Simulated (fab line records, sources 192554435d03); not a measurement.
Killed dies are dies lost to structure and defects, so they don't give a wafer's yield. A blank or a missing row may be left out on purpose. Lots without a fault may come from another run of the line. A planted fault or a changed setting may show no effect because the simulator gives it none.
Chamber matching | flow n5_finfet | N5_BEOL_M7_ETCH_65 on rie_diel-03: 4 sister chambers
The step etches SiARC in CF4, target depth 15.6 nm, time 26 s. 18 wafers are shown with their chamber, then 9 later ones without.

WAFERS WITH THEIR CHAMBER
wafer  | chamber | throttle_valve_pct (%) | oes_product_au (a.u.) | showerhead_plenum_p_Torr (Torr)
L077.4 | 2       | 15.70                  | 0.62                  | 2.21
L077.5 | 1       | 15.73                  | 0.62                  | 2.22
L077.6 | 0       | 15.34                  | 0.62                  | 2.21
L076.3 | 1       | 15.72                  | 0.63                  | 2.22
L076.4 | 2       | 15.69                  | 0.62                  | 2.21
L076.6 | 2       | 15.69                  | 0.62                  | 2.21
L080.1 | 0       | 15.36                  | 0.61                  | 2.21
L080.4 | 1       | 15.75                  | 0.62                  | 2.21
L080.6 | 2       | 15.72                  | 0.60                  | 2.21
L081.1 | 1       | 15.75                  | 0.62                  | 2.21
L081.3 | 2       | 15.73                  | 0.61                  | 2.21
L081.6 | 2       | 15.73                  | 0.61                  | 2.21
L088.1 | 1       | 15.77                  | 0.61                  | 2.21
L088.2 | 0       | 15.38                  | 0.60                  | 2.20
L088.5 | 1       | 15.78                  | 0.61                  | 2.21
L087.2 | 3       | 15.44                  | 0.75                  | 2.18
L087.4 | 1       | 15.79                  | 0.61                  | 2.21
L087.5 | 3       | 15.45                  | 0.76                  | 2.18

SIGNATURES (means of the wafers above)
reading                  | chamber 0 | chamber 1 | chamber 2 | chamber 3 | scatter within a chamber
throttle_valve_pct       | 15.3600   | 15.7557   | 15.7100   | 15.4450   | 0.0217
oes_product_au           | 0.6100    | 0.6171    | 0.6133    | 0.7550    | 0.00813
showerhead_plenum_p_Torr | 2.2067    | 2.2129    | 2.2100    | 2.1800    | 0.00387
Rule: a wafer's distance from a chamber is the root of the sum, over the readings, of the square of ((its reading less the chamber's mean) divided by the reading's scatter). The wafer belongs to the nearest chamber; if the next one is less than 2 further off, it can't be placed. The scatter: the root of (the sum of the squares of (reading less its chamber's mean) over the shown wafers, divided by (wafers less chambers)).

WAFERS WITHOUT THEIR CHAMBER
wafer  | throttle_valve_pct (%) | oes_product_au (a.u.) | showerhead_plenum_p_Torr (Torr)
L091.1 | 15.47                  | 0.74                  | 2.18
L091.2 | 15.77                  | 0.59                  | 2.20
L091.4 | 15.41                  | 0.60                  | 2.20
L092.2 | 15.80                  | 0.60                  | 2.20
L092.4 | 15.38                  | 0.60                  | 2.20
L092.5 | 15.39                  | 0.60                  | 2.20
L096.3 | 15.49                  | 0.73                  | 2.18
L096.4 | 15.79                  | 0.60                  | 2.19
L096.5 | 15.39                  | 0.60                  | 2.20

WHICH CHAMBER EACH WENT THROUGH
wafer  | from the rows above     | in truth
L091.1 | 3                       | 3
L091.2 | can't be placed: 2 or 1 | 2
L091.4 | 0                       | 0
L092.2 | can't be placed: 1 or 2 | 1
L092.4 | 0                       | 0
L092.5 | 0                       | 0
L096.3 | 3                       | 3
L096.4 | can't be placed: 1 or 2 | 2
L096.5 | 0                       | 0
Placed correctly: 6 of 9. Can't be placed from these rows: 3 (the true chamber is among the candidates in 3). Placed wrongly: 0.
